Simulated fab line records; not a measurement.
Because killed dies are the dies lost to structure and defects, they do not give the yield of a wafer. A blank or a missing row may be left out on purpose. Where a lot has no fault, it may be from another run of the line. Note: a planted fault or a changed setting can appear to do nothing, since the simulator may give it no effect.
Matching of chambers / flow n5-finfet / rie-diel-05 running N5_BEOL_M15_STRIP_36: 4 sister chambers
The step strips in O2. 14 wafers are shown with their chamber, then 7 later ones without.

== WAFERS PAIRED WITH THEIR CHAMBERS ==
wafer=L898.3; chamber=2; drypump-motor-current-A (A)=6.7; showerhead-plenum-p-Torr (Torr)=2.07; throttle-valve-pct (%)=16.34
wafer=L898.4; chamber=0; drypump-motor-current-A (A)=5.9; showerhead-plenum-p-Torr (Torr)=2.13; throttle-valve-pct (%)=16.24
wafer=L898.5; chamber=1; drypump-motor-current-A (A)=5.7; showerhead-plenum-p-Torr (Torr)=1.97; throttle-valve-pct (%)=16.97
wafer=L903.4; chamber=1; drypump-motor-current-A (A)=5.7; showerhead-plenum-p-Torr (Torr)=1.97; throttle-valve-pct (%)=16.99
wafer=L903.5; chamber=3; drypump-motor-current-A (A)=5.2; showerhead-plenum-p-Torr (Torr)=2.07; throttle-valve-pct (%)=16.78
wafer=L903.6; chamber=0; drypump-motor-current-A (A)=5.9; showerhead-plenum-p-Torr (Torr)=2.13; throttle-valve-pct (%)=16.24
wafer=L906.4; chamber=3; drypump-motor-current-A (A)=5.2; showerhead-plenum-p-Torr (Torr)=2.07; throttle-valve-pct (%)=16.81
wafer=L906.5; chamber=2; drypump-motor-current-A (A)=6.7; showerhead-plenum-p-Torr (Torr)=2.07; throttle-valve-pct (%)=16.33
wafer=L906.6; chamber=1; drypump-motor-current-A (A)=5.7; showerhead-plenum-p-Torr (Torr)=1.97; throttle-valve-pct (%)=16.97
wafer=L913.2; chamber=3; drypump-motor-current-A (A)=5.2; showerhead-plenum-p-Torr (Torr)=2.07; throttle-valve-pct (%)=16.41
wafer=L913.4; chamber=3; drypump-motor-current-A (A)=5.2; showerhead-plenum-p-Torr (Torr)=2.07; throttle-valve-pct (%)=16.38
wafer=L913.5; chamber=3; drypump-motor-current-A (A)=5.2; showerhead-plenum-p-Torr (Torr)=2.07; throttle-valve-pct (%)=16.42
wafer=L914.1; chamber=0; drypump-motor-current-A (A)=6.0; showerhead-plenum-p-Torr (Torr)=2.12; throttle-valve-pct (%)=16.29
wafer=L914.2; chamber=3; drypump-motor-current-A (A)=5.2; showerhead-plenum-p-Torr (Torr)=2.06; throttle-valve-pct (%)=16.43

SIGNATURES (averages over the wafers above)
reading=drypump-motor-current-A; chamber 0=5.933; chamber 1=5.700; chamber 2=6.700; chamber 3=5.200; scatter within a chamber=0.0258
reading=showerhead-plenum-p-Torr; chamber 0=2.1267; chamber 1=1.9700; chamber 2=2.0700; chamber 3=2.0683; scatter within a chamber=0.00387
reading=throttle-valve-pct; chamber 0=16.2567; chamber 1=16.9767; chamber 2=16.3350; chamber 3=16.5383; scatter within a chamber=0.142
Rule: distance of a wafer from a chamber = root of the sum over the readings of ((wafer's reading minus chamber's mean) / reading's scatter) squared. If the next closest chamber is less than 2 further off than the closest, the wafer can't be placed; otherwise it belongs to the closest. The scatter: the root of (the sum of the squares of (reading less its chamber's mean) over the shown wafers, divided by (wafers less chambers)).

== WAFERS WITH NO CHAMBER GIVEN ==
wafer=L914.3; drypump-motor-current-A (A)=6.8; showerhead-plenum-p-Torr (Torr)=2.06; throttle-valve-pct (%)=16.36
wafer=L915.1; drypump-motor-current-A (A)=5.9; showerhead-plenum-p-Torr (Torr)=2.12; throttle-valve-pct (%)=16.32
wafer=L915.2; drypump-motor-current-A (A)=6.8; showerhead-plenum-p-Torr (Torr)=2.06; throttle-valve-pct (%)=16.40
wafer=L915.4; drypump-motor-current-A (A)=5.9; showerhead-plenum-p-Torr (Torr)=2.12; throttle-valve-pct (%)=16.31
wafer=L919.2; drypump-motor-current-A (A)=6.7; showerhead-plenum-p-Torr (Torr)=2.06; throttle-valve-pct (%)=16.38
wafer=L919.4; drypump-motor-current-A (A)=5.2; showerhead-plenum-p-Torr (Torr)=2.06; throttle-valve-pct (%)=16.48
wafer=L919.6; drypump-motor-current-A (A)=5.2; showerhead-plenum-p-Torr (Torr)=2.06; throttle-valve-pct (%)=16.43

== THE CHAMBER EACH PASSED THROUGH ==
wafer=L914.3; from the rows above=2; in truth=2
wafer=L915.1; from the rows above=0; in truth=0
wafer=L915.2; from the rows above=2; in truth=2
wafer=L915.4; from the rows above=0; in truth=0
wafer=L919.2; from the rows above=2; in truth=2
wafer=L919.4; from the rows above=3; in truth=3
wafer=L919.6; from the rows above=3; in truth=3
Placed correctly: 7 of 7. Can't be placed from these rows: 0. 0 placed wrongly.
